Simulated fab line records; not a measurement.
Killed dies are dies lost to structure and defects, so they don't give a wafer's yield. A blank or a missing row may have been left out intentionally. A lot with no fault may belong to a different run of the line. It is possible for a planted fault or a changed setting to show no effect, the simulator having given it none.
Which tool did it? -- flow nandHarc -- at 1 step of a route of 1302, 14 lots with 42 wafers sampled

== WHAT THE GAUGES READ, wafer by wafer ==
NHARC_A_CHANNEL_HOLE_D2_INSPECT_12. Usual: rawDefectCount 33, standard deviation 21.
lot,measured,on,rawDefectCount,flag
L875,day 13 08:39,defectInspect-02,11 11 16,
L874,day 13 08:58,defectInspect-01,47 50 58,
L877,day 14 05:41,defectInspect-02,51 50 60,
L876,day 14 06:02,defectInspect-02,64 58 46,
L879,day 15 01:32,defectInspect-02,4 7 7,
L878,day 15 02:16,defectInspect-02,45 47 56,
L880,day 16 02:46,defectInspect-01,4 7 6,
L881,day 16 09:18,defectInspect-01,52 66 45,
L882,day 17 04:55,defectInspect-01,70 44 49,
L884,day 17 11:00,defectInspect-01,63 47 66,
L890,day 20 01:41,defectInspect-01,70 57 62,
L893,day 21 06:53,defectInspect-02,26 16 13,
L896,day 22 12:21,defectInspect-02,22 18 16,
L895,day 22 13:22,defectInspect-01,7 3 3,

== WHICH TOOL RAN EACH LOT (tool, then ch and the chambers of the sampled wafers, then the start) ==
The record shows no process step preceding these readings.

== WHAT THE TOOLS THEMSELVES READ (means of the sampled wafers that have a number; where no wafer has one, the mark that the record gives instead) ==
The record holds no such reading with a usual standard deviation.

== THE ANSWER, worked out from the rows above alone ==
Rule: lot off if the mean of its wafers having a number is beyond 3 standard deviations from the usual mean. A lot without any number at a reading at which 4 lots or more have one is off too. The other lots that the step has rows for count as sound. The gauges are gone through in route order, then the tools' own readings, and for those a lot's mean is taken as printed above. The first step at which some lot is off is used, and at that step the reading that is off furthest; a lot without a number counts as furthest.
Nothing can be told from this: no lot is off at any reading shown.

== WHAT THE SIMULATOR PUT IN ==
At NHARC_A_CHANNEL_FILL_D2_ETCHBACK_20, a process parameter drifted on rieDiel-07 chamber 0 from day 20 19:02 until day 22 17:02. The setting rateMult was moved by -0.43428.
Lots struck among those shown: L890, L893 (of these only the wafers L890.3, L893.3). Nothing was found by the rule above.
